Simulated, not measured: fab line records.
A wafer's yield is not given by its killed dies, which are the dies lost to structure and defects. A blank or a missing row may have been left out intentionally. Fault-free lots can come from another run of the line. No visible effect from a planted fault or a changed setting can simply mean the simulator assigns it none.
fab line records	flow nand-harc	part 1 of 2: steps 1 to 24 of 37
record: lots: 5	wafers: 15	last-day: 31
route steps=1302 shown A_STAIRCASE@745
lots that met no fault: from a run of the same line without faults
start-h: the number of hours between the record's first day and the start of the first shown wafer of the lot	wait-h: hours from the lot's prior step to this one	" unchanged from the row above	L1.1+2: several wafers, shown together as one row	- either no value or no given start	* or withheld: withheld	< > ~ a bound
route shown NAME@n: NAME is a module with steps in the file, n the number in the route of the first one	usual: mean/standard deviation taken from wafers without a fault	same: alike in all rows	chamber/n: place in a boat	sites: per-site readings	_std_site: standard deviation across them	_edge_site: the outer-site mean with the inner-site mean subtracted	radius-mm: for every site, how far away it sits from the centre of the wafer	mask NAME#n: copy n	behind: tool/chamber where the wafer was last shaped	hold: the reason the lot was held/the length of the hold in hours/how it ended	device: names the non-switching transistor (n, p or np)	end of line: at the end of the route, the tests of the same wafers	a step without rows: its recipe alone	killed: dies lost to structure and defects at the first sort, not the wafer's yield	map: a wafer's dies, x killed, . not, _ none there
set.NAME: the setting that was run; set.NAME@STEP: the one run at that earlier step	model.NAME: the simulator's own value behind a step, which no gauge read
lots at selected steps of the route; one table per step, one row per wafer
services: the hour from which a tool's chamber was out of use, counted from the record's first day as start-h (under 0 if before that day), plus the number of hours and why
== steps ==
step: NHARC_A_STAIRCASE_TRIM_231
recipe: time-s: 211.2	o2-flow-sccm: 500	ar-flow-sccm: 0	bias-w: 0	chemistry: O2
usual: drypump-motor-current-A: 6.0/0.37	o2-flow-sccm: 500.3/1.6	oes-product-au: 1.004/0.017	rf-vpp-V: 57.8/0.99	showerhead-plenum-p-Torr: 3.53/0.17	throttle-valve-pct: 17.036/0.0091
lot.wafer	tool	chamber	start-h	wait-h	drypump-motor-current-A	o2-flow-sccm	oes-product-au	rf-hours-counter-h	rf-vpp-V	showerhead-plenum-p-Torr	throttle-valve-pct
L079.1	rie-diel-10	2	416.71	-	5.7	501.1	1.022	53	57.7	3.49	17.031
L079.2	"	3	"	"	5.9	497.7	0.995	48	56.6	3.28	17.044
L079.4	"	1	"	"	5.2	500.8	0.996	55	57.9	3.58	17.035
L082.1	rie-diel-05	1	-	-	6.0	501.8	0.985	10	57.4	3.74	17.051
L082.4	"	2	"	"	6.1	497.4	1.012	11	57.5	3.33	17.042
L082.6	"	1	"	"	6.1	498.7	0.993	-	57.6	3.74	17.052
L084.3	rie-diel-05	3	-	-	5.9	498.2	1.017	11	57.9	3.30	17.034
L084.1	"	1	"	"	6.1	500.8	0.999	19	58.2	3.73	17.032
L084.4	"	2	"	"	6.2	503.1	1.015	20	56.8	3.32	17.055
L086.2	rie-diel-05	3	-	-	5.9	499.5	1.022	14	56.3	3.30	17.051
L086.1	"	1	"	"	6.1	500.0	0.992	23	58.1	3.73	17.031
L086.4	"	2	"	"	6.2	503.0	1.025	24	57.6	3.32	17.040
L092.2	rie-diel-10	3	-	-	5.9	500.5	0.997	44	58.7	3.78	17.042
L092.6	"	0	"	"	5.7	501.6	0.998	-	57.2	3.48	17.044
L092.5	"	1	"	"	5.2	501.9	0.989	-	58.4	3.57	17.032
step: NHARC_A_STAIRCASE_ETCH_232
recipe: target-depth-a: 1000	time-s: 40.5	ion-energy-ev: 400	c4f8-flow-sccm: 20	o2-flow-sccm: 10	ar-flow-sccm: withheld	rf-w: 600	bias-w: 1000	chemistry: C4F8/O2
usual: oes-product-au: 0.949/0.019	rf-vpp-V: 896/6.3
lot.wafer	tool	chamber	start-h	wait-h	oes-product-au	rf-hours-counter-h	rf-vpp-V
L079.1	rie-diel-11	3	416.92	-	0.972	51	896
L079.2	"	0	"	"	0.967	53	901
L079.4	"	2	"	"	0.942	46	904
L082.1	rie-diel-05	2	-	-	0.954	11	889
L082.4	"	3	"	"	0.952	3	888
L082.6	"	1	"	"	0.921	-	904
L084.3	rie-diel-05	3	-	-	0.948	11	888
L084.4	"	0	"	"	0.956	19	891
L084.1	"	2	"	"	0.939	20	887
L086.2	rie-diel-05	0	-	-	0.966	22	893
L086.1	"	2	"	"	0.955	24	889
L086.4	"	3	"	"	0.952	14	887
L092.2	rie-diel-10	1	-	-	0.943	25	897
L092.6	"	2	"	"	0.956	-	893
L092.5	"	3	"	"	0.945	-	905
step: NHARC_A_STAIRCASE_TRIM_233
recipe: time-s: 211.2	o2-flow-sccm: 500	ar-flow-sccm: 0	bias-w: 0	chemistry: O2
usual: drypump-motor-current-A: 6.0/0.36	o2-flow-sccm: 500.2/1.5	oes-product-au: 1.003/0.017	rf-vpp-V: 57.9/0.95	showerhead-plenum-p-Torr: 3.54/0.17	throttle-valve-pct: 17.037/0.0089
lot.wafer	tool	chamber	start-h	wait-h	drypump-motor-current-A	o2-flow-sccm	oes-product-au	rf-hours-counter-h	rf-vpp-V	showerhead-plenum-p-Torr	throttle-valve-pct
L079.2	rie-diel-11	3	-	-	6.1	498.6	1.006	51	58.5	3.52	17.029
L079.4	"	1	"	"	5.5	500.7	0.988	48	58.3	3.78	17.040
L079.1	"	2	"	"	6.2	498.3	0.982	47	57.5	3.75	17.046
L082.1	rie-diel-05	3	-	-	5.9	499.7	1.024	3	57.0	3.31	17.043
L082.4	"	0	"	"	6.6	502.6	1.020	10	57.2	3.41	17.021
L082.6	"	2	"	"	6.1	499.1	1.007	-	57.1	3.33	17.041
L084.1	rie-diel-05	3	-	-	5.9	499.8	1.008	11	56.7	3.30	17.028
L084.4	"	1	"	"	6.1	498.8	0.993	19	57.3	3.73	17.054
L084.3	"	2	"	"	6.1	497.8	1.015	20	57.0	3.32	17.035
L086.2	rie-diel-05	3	-	-	5.9	502.7	1.018	15	57.5	3.30	17.042
L086.4	"	0	"	"	6.6	500.0	1.028	22	57.3	3.40	17.051
L086.1	"	2	"	"	6.1	500.2	1.012	24	56.3	3.32	17.038
L092.2	rie-diel-10	0	-	-	5.7	497.6	1.001	38	57.8	3.48	17.056
L092.6	"	3	"	"	5.9	500.2	1.001	-	57.8	3.78	17.013
L092.5	"	0	"	"	5.7	499.0	0.986	-	58.3	3.48	17.059
step: NHARC_A_STAIRCASE_ETCH_234
recipe: target-depth-a: 1000	time-s: 40.5	ion-energy-ev: 400	c4f8-flow-sccm: 20	o2-flow-sccm: 10	ar-flow-sccm: withheld	rf-w: 600	bias-w: 1000	chemistry: C4F8/O2
usual: oes-product-au: 0.948/0.018	rf-vpp-V: 897/6.3
lot.wafer	tool	chamber	start-h	wait-h	oes-product-au	rf-hours-counter-h	rf-vpp-V
L079.1	rie-diel-11	0	-	-	0.926	53	901
L079.4	"	1	"	"	0.928	49	904
L079.2	"	3	"	"	0.936	51	896
L082.4	rie-diel-05	0	-	-	0.965	10	891
L082.1	"	2	"	"	0.946	11	889
L082.6	"	0	"	"	0.957	-	892
L084.1	rie-diel-05	0	-	-	0.953	19	892
L084.4	"	1	"	"	0.936	20	902
L084.3	"	2	"	"	0.948	20	889
L086.2	rie-diel-05	2	-	-	0.967	24	889
L086.4	"	3	"	"	0.957	15	887
L086.1	"	0	"	"	0.963	23	891
L092.2	rie-diel-10	3	-	-	0.934	45	905
L092.5	"	2	"	"	0.951	-	894
L092.6	"	3	"	"	0.936	-	904
step: NHARC_A_STAIRCASE_TRIM_235
recipe: time-s: 211.2	o2-flow-sccm: 500	ar-flow-sccm: 0	bias-w: 0	chemistry: O2
usual: drypump-motor-current-A: 6.0/0.36	o2-flow-sccm: 500.1/1.6	oes-product-au: 1.004/0.018	rf-vpp-V: 57.7/1	showerhead-plenum-p-Torr: 3.53/0.17	throttle-valve-pct: 17.036/0.0088
lot.wafer	tool	chamber	start-h	wait-h	drypump-motor-current-A	o2-flow-sccm	oes-product-au	rf-hours-counter-h	rf-vpp-V	showerhead-plenum-p-Torr	throttle-valve-pct
L079.2	rie-diel-11	0	-	-	5.6	497.7	0.988	53	60.0	3.68	17.041
L079.1	"	1	"	"	5.5	502.0	0.993	49	57.8	3.78	17.026
L079.4	"	2	"	"	6.2	501.0	0.974	47	59.1	3.75	17.037
L082.1	rie-diel-05	2	-	-	6.2	499.7	1.013	11	57.2	3.33	17.033
L082.4	"	3	"	"	6.0	501.4	1.020	3	56.0	3.31	17.065
L082.6	"	2	"	"	6.2	499.6	1.014	-	58.7	3.33	17.033
L084.4	rie-diel-05	0	-	-	6.6	498.8	1.034	19	55.9	3.40	17.050
L084.3	"	1	"	"	6.1	500.6	0.994	20	57.8	3.73	17.030
L084.1	"	3	"	"	5.9	499.5	1.016	12	57.6	3.30	17.032
L086.1	rie-diel-05	2	-	-	6.1	501.3	1.016	24	56.9	3.32	17.053
L086.2	"	3	"	"	6.0	500.7	1.017	15	57.0	3.30	17.045
L086.4	"	1	"	"	6.1	497.9	0.996	23	58.5	3.73	17.038
L092.2	rie-diel-10	1	-	-	5.2	498.0	0.991	26	57.4	3.57	17.029
L092.6	"	0	"	"	5.7	502.0	0.982	-	57.8	3.48	17.039
L092.5	"	1	"	"	5.2	499.5	0.999	-	58.6	3.57	17.047
step: NHARC_A_STAIRCASE_ETCH_236
recipe: target-depth-a: 1000	time-s: 40.5	ion-energy-ev: 400	c4f8-flow-sccm: 20	o2-flow-sccm: 10	ar-flow-sccm: withheld	rf-w: 600	bias-w: 1000	chemistry: C4F8/O2
usual: oes-product-au: 0.946/0.017	rf-vpp-V: 896/6.4
lot.wafer	tool	chamber	start-h	wait-h	oes-product-au	rf-hours-counter-h	rf-vpp-V
L079.4	rie-diel-11	3	-	-	0.943	52	896
L079.2	"	1	"	"	0.950	49	906
L079.1	"	2	"	"	0.913	47	905
L082.4	rie-diel-05	3	-	-	0.961	3	888
L082.1	"	0	"	"	0.972	10	891
L082.6	"	2	"	"	0.948	-	890
L084.4	rie-diel-05	2	-	-	0.949	20	887
L084.3	"	3	"	"	0.951	12	887
L084.1	"	1	"	"	0.937	20	904
L086.1	rie-diel-05	2	-	-	0.968	24	889
L086.2	"	3	"	"	0.960	15	887
L086.4	"	0	"	"	0.961	23	893
L092.2	rie-diel-10	1	-	-	0.939	26	898
L092.5	"	0	"	"	0.931	-	894
L092.6	"	1	"	"	0.951	-	899
step: NHARC_A_STAIRCASE_STRIP_238
recipe: power-w: 1500	temp-c: 250	chemistry: O2
usual: drypump-motor-current-A: 6.1/0.58	heater-power-w: 307/24	temp-c: 250.01/0.17
lot.wafer	tool	chamber	start-h	wait-h	drypump-motor-current-A	heater-power-w	rf-hours-counter-h	temp-c
L079.1	plasma-asher-01	1	417.64	0.1	4.9	339	11	250.11
L079.2	"	0	"	"	6.3	311	11	250.11
L079.4	"	1	"	"	4.9	330	-	250.17
L082.1	plasma-asher-01	1	445.58	0.1	4.9	335	17	249.92
L082.4	"	0	"	"	6.3	311	-	249.87
L082.6	"	0	"	"	6.3	323	-	249.82
L084.1	plasma-asher-02	0	470.39	0.3	6.1	311	8	250.03
L084.3	"	1	"	"	6.6	282	-	250.08
L084.4	"	0	"	"	6.1	312	-	250.17
L086.1	plasma-asher-02	0	482.71	0.2	6.1	313	12	250.04
L086.2	"	1	"	"	6.6	285	12	249.88
L086.4	"	0	"	"	6.1	323	-	250.09
L092.2	plasma-asher-01	1	535.10	0.1	4.9	332	2	250.09
L092.6	"	0	"	"	6.3	299	-	250.03
L092.5	"	1	"	"	4.9	333	-	249.99
step: NHARC_A_STAIRCASE_STRIP_239
recipe: time-s: 900	temp-c: 130	chemistry: SPM
usual: temp-c: 130.05/0.13
lot.wafer	tool	chamber	start-h	wait-h	temp-c
L079.4	wet-bench-06	5	418.01	0.2	130.15
L079.2	"	7	"	"	130.15
L079.1	"	0	"	"	129.95
L082.4	wet-bench-06	2	445.93	0.2	130.12
L082.6	"	5	"	"	129.93
L082.1	"	7	"	"	130.09
L084.1	wet-bench-06	4	470.71	0.3	130.08
L084.3	"	5	"	"	130.03
L084.4	"	6	"	"	130.05
L086.4	wet-bench-01	4	483.06	0.2	130.03
L086.2	"	7	"	"	129.84
L086.1	"	1	"	"	130.00
L092.6	wet-bench-06	2	535.39	0.1	130.03
L092.5	"	3	"	"	130.08
L092.2	"	4	"	"	129.92
step: NHARC_A_STAIRCASE_PRECLEAN_240
recipe: time-s: *	temp-c: 50	bath-age-min: 0	chemistry: SC1
usual: temp-c: 49.99/0.12
lot.wafer	tool	chamber	start-h	wait-h	temp-c
L079.4	wet-bench-06	5	-	-	50.05
L079.2	"	7	"	"	49.76
L079.1	"	0	"	"	49.83
L082.4	wet-bench-06	2	-	-	50.13
L082.6	"	5	"	"	49.88
L082.1	"	7	"	"	50.18
L084.1	wet-bench-06	4	-	-	49.97
L084.3	"	5	"	"	50.11
L084.4	"	6	"	"	50.16
L086.4	wet-bench-01	4	-	-	49.95
L086.2	"	7	"	"	49.95
L086.1	"	1	"	"	50.16
L092.6	wet-bench-06	2	-	-	49.99
L092.5	"	3	"	"	49.97
L092.2	"	4	"	"	50.10
step: NHARC_A_STAIRCASE_SRD_241
lot.wafer	tool	chamber	start-h	wait-h
L079.4+2+1	wet-bench-06	5,7,0	-	-
L082.4+6+1	wet-bench-06	2,5,7	-	-
L084.1+3+4	wet-bench-06	4,5,6	-	-
L086.4+2+1	wet-bench-01	4,7,1	-	-
L092.6+5+2	wet-bench-06	2,3,4	-	-
step: NHARC_A_STAIRCASE_DEHYDRATE_242
recipe: temp-c: 150	time-s: 120
lot.wafer	tool	chamber	start-h	wait-h
L079.1+2+4	litho-track-03	0	418.45	-
L082.1+4+6	litho-track-02	0	446.39	-
L084.1+3+4	litho-track-07	0	471.15	-
L086.1+2+4	litho-track-02	0	483.51	-
L092.2+5+6	litho-track-02	0	535.85	-
step: NHARC_A_STAIRCASE_HMDS_243
recipe: time-s: 30
lot.wafer	tool	chamber	start-h	wait-h
L079.1+2+4	litho-track-03	0	-	-
L082.1+4+6	litho-track-02	0	-	-
L084.1+3+4	litho-track-07	0	-	-
L086.1+2+4	litho-track-02	0	-	-
L092.2+5+6	litho-track-02	0	-	-
step: NHARC_A_STAIRCASE_COAT_244
recipe: spin-rpm: 1200
lot.wafer	tool	chamber	start-h	wait-h
L079.1+2+4	litho-track-03	0	-	-
L082.1+4+6	litho-track-02	0	-	-
L084.1+3+4	litho-track-07	0	-	-
L086.1+2+4	litho-track-02	0	-	-
L092.2+5+6	litho-track-02	0	-	-
step: NHARC_A_STAIRCASE_SOFTBAKE_245
recipe: temp-c: 135	time-s: 170
lot.wafer	tool	chamber	start-h	wait-h
L079.1+2+4	litho-track-03	0	-	-
L082.1+4+6	litho-track-02	0	-	-
L084.1+3+4	litho-track-07	0	-	-
L086.1+2+4	litho-track-02	0	-	-
L092.2+5+6	litho-track-02	0	-	-
step: NHARC_A_STAIRCASE_EBR_246
lot.wafer	tool	chamber	start-h	wait-h
L079.1+2+4	litho-track-03	0	-	-
L082.1+4+6	litho-track-02	0	-	-
L084.1+3+4	litho-track-07	0	-	-
L086.1+2+4	litho-track-02	0	-	-
L092.2+5+6	litho-track-02	0	-	-
step: NHARC_A_STAIRCASE_EXPOSE_247
recipe: na: 0.5	dose-mj: 25.34	mask-id: SDS_1
usual: stage-vel-mm-s: 500.03/0.26
lot.wafer	tool	chamber	start-h	wait-h	mask	stage-vel-mm-s
L079.1	krf-scanner-04	0	418.66	-	SDS_1#0	500.27
L079.2	"	0	"	"	SDS_1#0	500.01
L079.4	"	0	"	"	SDS_1#0	500.22
L082.1	krf-scanner-02	0	446.72	-	SDS_1#0	500.12
L082.4	"	0	"	"	SDS_1#0	500.06
L082.6	"	0	"	"	SDS_1#0	499.95
L084.1	krf-scanner-02	0	471.35	-	SDS_1#0	500.72
L084.3	"	0	"	"	SDS_1#0	499.85
L084.4	"	0	"	"	SDS_1#0	500.14
L086.1	krf-scanner-01	0	483.84	-	SDS_1#0	500.13
L086.2	"	0	"	"	SDS_1#0	500.56
L086.4	"	0	"	"	SDS_1#0	500.34
L092.2	krf-scanner-02	0	536.18	-	SDS_1#0	500.11
L092.5	"	0	"	"	SDS_1#0	500.15
L092.6	"	0	"	"	SDS_1#0	500.18
step: NHARC_A_STAIRCASE_PEB_248
recipe: peb-temp-c: 115	peb-time-s: 130
same: peb-time-s: 130
lot.wafer	tool	chamber	start-h	wait-h
L079.1+2+4	litho-track-03	0	418.72	0.1
L082.1+4+6	litho-track-03	0	446.79	0.1
L084.1+3+4	litho-track-02	0	471.42	0.1
L086.1+2+4	litho-track-07	0	483.91	0.1
L092.2+5+6	litho-track-07	0	536.24	0.1
step: NHARC_A_STAIRCASE_DEVELOP_249
recipe: time-s: 140
lot.wafer	tool	chamber	start-h	wait-h
L079.1+2+4	litho-track-03	0	-	-
L082.1+4+6	litho-track-03	0	-	-
L084.1+3+4	litho-track-02	0	-	-
L086.1+2+4	litho-track-07	0	-	-
L092.2+5+6	litho-track-07	0	-	-
step: NHARC_A_STAIRCASE_HARDBAKE_251
recipe: temp-c: 120	time-s: 140
lot.wafer	tool	chamber	start-h	wait-h
L079.1+2+4	litho-track-07	0	418.94	-
L082.1+4+6	litho-track-02	0	447.00	-
L084.1+3+4	litho-track-03	0	471.64	-
L086.1+2+4	litho-track-02	0	484.13	-
L092.2+5+6	litho-track-02	0	536.47	-
step: NHARC_A_STAIRCASE_DESCUM_252
recipe: time-s: 3	o2-flow-sccm: 200	ar-flow-sccm: 0	bias-power-w: 0	chemistry: O2
usual: drypump-motor-current-A: 5.9/0.37	o2-flow-sccm: 200.1/0.61	oes-product-au: 1.001/0.015	rf-vpp-V: 57.8/1	showerhead-plenum-p-Torr: 1.93/0.1	throttle-valve-pct: 11.311/0.0083
lot.wafer	tool	chamber	start-h	wait-h	drypump-motor-current-A	o2-flow-sccm	oes-product-au	rf-hours-counter-h	rf-vpp-V	showerhead-plenum-p-Torr	throttle-valve-pct
L079.2	rie-diel-11	3	419.03	-	6.0	199.1	1.000	52	58.5	1.91	11.300
L079.4	"	0	"	"	5.6	199.7	0.992	54	58.7	2.00	11.300
L079.1	"	2	"	"	6.1	200.0	0.974	47	57.3	2.04	11.317
L082.1	rie-diel-11	2	447.11	-	6.2	200.4	0.980	1	56.1	2.04	11.314
L082.4	"	3	"	"	6.0	200.1	1.013	1	58.3	1.91	11.301
L082.6	"	0	"	"	5.6	199.8	0.987	-	58.6	2.00	11.314
L084.1	rie-diel-10	2	471.73	-	5.7	200.4	0.988	19	57.1	1.88	11.303
L084.3	"	3	"	"	5.9	199.7	0.989	19	58.8	2.07	11.302
L084.4	"	0	"	"	5.6	200.1	0.993	18	57.5	1.89	11.315
L086.2	rie-diel-05	1	484.22	-	6.0	200.7	0.988	24	58.9	2.03	11.327
L086.4	"	2	"	"	6.1	200.0	1.005	24	56.8	1.79	11.312
L086.1	"	3	"	"	5.9	200.5	1.020	15	57.1	1.78	11.306
L092.2	rie-diel-10	0	536.55	-	5.6	200.6	0.989	38	56.7	1.89	11.312
L092.6	"	0	"	"	5.7	199.9	0.978	-	58.1	1.89	11.308
L092.5	"	1	"	"	5.2	199.3	1.003	-	58.7	1.94	11.312
step: NHARC_A_STAIRCASE_ETCH_253
recipe: target-depth-a: 500	time-s: 20.2	ion-energy-ev: 400	c4f8-flow-sccm: 20	o2-flow-sccm: 10	ar-flow-sccm: withheld	rf-w: 600	bias-w: 1000	chemistry: C4F8/O2
usual: oes-product-au: 0.958/0.023	rf-vpp-V: 897/6.4
lot.wafer	tool	chamber	start-h	wait-h	oes-product-au	rf-hours-counter-h	rf-vpp-V
L079.1	rie-diel-11	1	419.12	0.1	0.958	49	904
L079.2	"	2	"	"	0.941	47	904
L079.4	"	3	"	"	0.967	52	897
L082.4	rie-diel-11	0	447.19	0.1	0.954	1	902
L082.1	"	2	"	"	0.961	1	905
L082.6	"	0	"	"	0.947	-	900
L084.3	rie-diel-10	3	471.82	0.1	0.968	19	904
L084.4	"	0	"	"	0.979	18	895
L084.1	"	2	"	"	0.947	19	893
L086.1	rie-diel-05	0	484.79	0.5	0.978	23	891
L086.4	"	1	"	"	0.935	24	903
L086.2	"	3	"	"	0.991	15	887
L092.2	rie-diel-10	0	536.64	0.1	0.947	38	895
L092.6	"	3	"	"	0.957	-	907
L092.5	"	0	"	"	0.941	-	893
step: NHARC_A_STAIRCASE_STRIP_254
recipe: power-w: 1500	temp-c: 250	chemistry: O2
usual: drypump-motor-current-A: 6.0/0.63	heater-power-w: 309/24	temp-c: 249.99/0.16
lot.wafer	tool	chamber	start-h	wait-h	drypump-motor-current-A	heater-power-w	rf-hours-counter-h	temp-c
L079.1	plasma-asher-02	0	419.21	-	6.0	320	38	250.00
L079.2	"	1	"	"	6.6	267	38	250.02
L079.4	"	1	"	"	6.6	268	-	249.95
L082.1	plasma-asher-02	1	447.27	-	6.6	272	3	250.15
L082.4	"	0	"	"	6.1	317	-	250.14
L082.6	"	0	"	"	6.1	328	-	250.09
L084.1	plasma-asher-02	0	472.10	-	6.1	307	10	249.79
L084.3	"	0	"	"	6.1	307	-	250.04
L084.4	"	1	"	"	6.6	275	-	249.82
L086.2	plasma-asher-02	0	485.13	-	6.1	320	14	250.10
L086.1	"	1	"	"	6.6	275	14	249.84
L086.4	"	1	"	"	6.6	277	-	249.92
L092.2	plasma-asher-01	0	536.78	-	6.3	297	2	250.10
L092.6	"	1	"	"	5.0	337	-	249.86
L092.5	"	0	"	"	6.3	296	-	250.15
step: NHARC_A_STAIRCASE_STRIP_255
recipe: time-s: 900	temp-c: 130	chemistry: SPM
usual: temp-c: 129.99/0.13
lot.wafer	tool	chamber	start-h	wait-h	temp-c
L079.1	wet-bench-06	7	419.56	0.3	129.88
L079.4	"	1	"	"	129.93
L079.2	"	4	"	"	130.14
L082.1	wet-bench-06	4	447.63	0.3	130.15
L082.6	"	6	"	"	130.12
L082.4	"	7	"	"	129.87
L084.1	wet-bench-01	5	472.45	0.3	130.23
L084.4	"	6	"	"	130.12
L084.3	"	0	"	"	129.98
L086.4	wet-bench-04	4	485.48	0.2	129.97
L086.2	"	5	"	"	129.90
L086.1	"	7	"	"	130.01
L092.6	wet-bench-06	7	537.08	0.1	130.02
L092.2	"	1	"	"	129.95
L092.5	"	3	"	"	130.11
step: NHARC_A_STAIRCASE_PRECLEAN_256
recipe: time-s: *	temp-c: 50	bath-age-min: 0	chemistry: SC1
usual: temp-c: 50.01/0.1
lot.wafer	tool	chamber	start-h	wait-h	temp-c
L079.1	wet-bench-06	7	-	-	49.89
L079.4	"	1	"	"	50.25
L079.2	"	4	"	"	50.16
L082.1	wet-bench-06	4	-	-	50.01
L082.6	"	6	"	"	50.08
L082.4	"	7	"	"	49.97
L084.1	wet-bench-01	5	-	-	50.05
L084.4	"	6	"	"	50.17
L084.3	"	0	"	"	50.05
L086.4	wet-bench-04	4	-	-	49.99
L086.2	"	5	"	"	50.04
L086.1	"	7	"	"	49.95
L092.6	wet-bench-06	7	-	-	49.89
L092.2	"	1	"	"	50.06
L092.5	"	3	"	"	49.88
